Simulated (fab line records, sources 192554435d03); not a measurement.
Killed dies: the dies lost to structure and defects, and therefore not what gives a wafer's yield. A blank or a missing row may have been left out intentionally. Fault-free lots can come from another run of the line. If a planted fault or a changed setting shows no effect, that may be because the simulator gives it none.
Chamber matching + flow n5-finfet + N5_BEOL_M5_PRE_CLEAN_77 on cvd-co-02 has 3 sister chambers
The step time 15 s. 6 wafers are shown with their chamber, then 12 later ones without.

== WAFERS WITH THEIR CHAMBER ==
| wafer  | chamber | heater-power-w (W) |
|--------|---------|--------------------|
| L092.2 | 2       | 105                |
| L092.4 | 2       | 105                |
| L093.5 | 0       | 101                |
| L094.2 | 1       | 96                 |
| L094.4 | 0       | 96                 |
| L094.6 | 1       | 98                 |

== WAFERS WITHOUT THEIR CHAMBER ==
| wafer  | heater-power-w (W) |
|--------|--------------------|
| L095.1 | 98                 |
| L095.2 | 98                 |
| L095.4 | 98                 |
| L096.1 | 99                 |
| L096.5 | 99                 |
| L096.6 | 97                 |
| L097.1 | 106                |
| L097.2 | 99                 |
| L097.3 | 99                 |
| L097.4 | 99                 |
| L097.5 | 94                 |
| L097.6 | 102                |

== WHICH CHAMBER EACH WENT THROUGH ==
| wafer  | from the rows above          | in truth |
|--------|------------------------------|----------|
| L095.1 | can't be placed: 0 or 1      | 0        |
| L095.2 | can't be placed: 0 or 1      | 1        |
| L095.4 | can't be placed: 0 or 1      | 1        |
| L096.1 | can't be placed: 0 or 1      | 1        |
| L096.5 | can't be placed: 0 or 1      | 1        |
| L096.6 | can't be placed: 1 or 0      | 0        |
| L097.1 | 2                            | 2        |
| L097.2 | can't be placed: 0 or 1      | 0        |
| L097.3 | can't be placed: 0 or 1      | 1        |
| L097.4 | can't be placed: 0 or 1      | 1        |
| L097.5 | can't be placed: 1 or 0      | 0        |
| L097.6 | can't be placed: 2 or 0 or 1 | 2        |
1 of 12 placed correctly. Can't be placed from these rows: 11 (the true chamber is among the candidates in 11). Wrongly placed: 0.
How it was worked out, from the rows above alone: a wafer's distance from a chamber is the root of the sum, over the readings, of the square of ((its reading less the chamber's mean) divided by the reading's scatter). If the next closest chamber is less than 2 further off than the closest, the wafer can't be placed; otherwise it belongs to the closest. A chamber's mean is the mean of its shown wafers. How the scatter is found: for the shown wafers, subtract from each reading the mean of its chamber, square and add these, divide the total by (wafers less chambers), then take the root.
